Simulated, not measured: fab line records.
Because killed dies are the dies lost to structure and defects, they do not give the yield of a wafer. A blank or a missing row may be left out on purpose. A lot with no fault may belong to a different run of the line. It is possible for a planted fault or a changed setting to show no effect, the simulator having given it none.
Matching of chambers | flow n5Finfet | rieDiel-03 running N5_BEOL_M13_VIA_ETCH_16: 4 sister chambers
The step etches SiOC in C4F8/O2/Ar, target depth 921.7 nm. 4 wafers are shown with their chamber, then 7 later ones without.

WAFERS, EACH WITH ITS CHAMBER
wafer  | chamber | showerheadPlenumPTorr (Torr)
L079.2 | 0       | 3.50
L080.4 | 2       | 3.29
L086.1 | 3       | 3.26
L086.3 | 1       | 3.36

WAFERS WHOSE CHAMBER IS MISSING
wafer  | showerheadPlenumPTorr (Torr)
L086.5 | 3.49
L092.1 | 3.28
L092.4 | 3.26
L092.6 | 3.35
L093.3 | 3.35
L093.4 | 3.35
L093.5 | 3.28

CHAMBER TAKEN BY EACH
wafer  | from the rows above     | in truth
L086.5 | 0                       | 0
L092.1 | can't be placed: 2 or 3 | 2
L092.4 | 3                       | 3
L092.6 | 1                       | 1
L093.3 | 1                       | 1
L093.4 | 1                       | 1
L093.5 | can't be placed: 2 or 3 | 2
Placed correctly: 5 of 7. Not placeable from these rows: 2 (in 2, the candidates include the true chamber). Wrongly placed: 0.
How it was worked out, from the rows above alone: a wafer's distance from a chamber is the root of the sum, over the readings, of the square of ((its reading less the chamber's mean) divided by the reading's scatter). If the next closest chamber is less than 2 further off than the closest, the wafer can't be placed; otherwise it belongs to the closest. For every chamber, the mean is computed from those of its wafers that are shown. The scatter: with one shown wafer a chamber, the root of the mean of the squares of how far each hidden wafer lies from its nearest shown one.
